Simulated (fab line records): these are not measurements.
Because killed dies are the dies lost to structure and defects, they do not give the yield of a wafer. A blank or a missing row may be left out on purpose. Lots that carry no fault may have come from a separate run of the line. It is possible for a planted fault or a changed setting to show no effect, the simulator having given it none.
Chamber matching    flow n5_finfet    rie_diel-02 running N5_FIN_CUT_ETCH_20: 4 sister chambers
The step etches SiARC in CF4, target depth 26 nm, time 43.3 s. 4 wafers are shown with their chamber, then 7 later ones without.

WAFERS WITH THEIR CHAMBER
wafer   chamber  etch_rf_on_time_s (s)
L086.4  3        42.1
L086.5  2        45.1
L090.1  0        44.6
L090.3  1        45.2

WAFERS MISSING THEIR CHAMBER
wafer   etch_rf_on_time_s (s)
L090.6  44.8
L092.2  44.4
L092.3  44.4
L092.6  44.4
L093.1  44.7
L093.3  44.4
L093.5  44.4

WHICH CHAMBER EACH WENT THROUGH
wafer    from the rows above            in truth
L090.6   can't be placed: 0 or 2 or 1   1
L092.2   0                              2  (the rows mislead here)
L092.3   0                              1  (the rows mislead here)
L092.6   0                              0
L093.1   can't be placed: 0 or 2        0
L093.3   0                              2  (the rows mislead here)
L093.5   0                              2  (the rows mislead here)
1 of 7 placed correctly. Not placeable from these rows: 2 (in 2, the candidates include the true chamber). Wrongly placed: 4.
How it was worked out, from the rows above alone: a wafer's distance from a chamber is the root of the sum, over the readings, of the square of ((its reading less the chamber's mean) divided by the reading's scatter). If the next closest chamber is less than 2 further off than the closest, the wafer can't be placed; otherwise it belongs to the closest. Each chamber's mean is taken over the wafers shown for it. The scatter: root of mean squared gap, hidden wafer to nearest shown wafer, with one shown wafer a chamber.
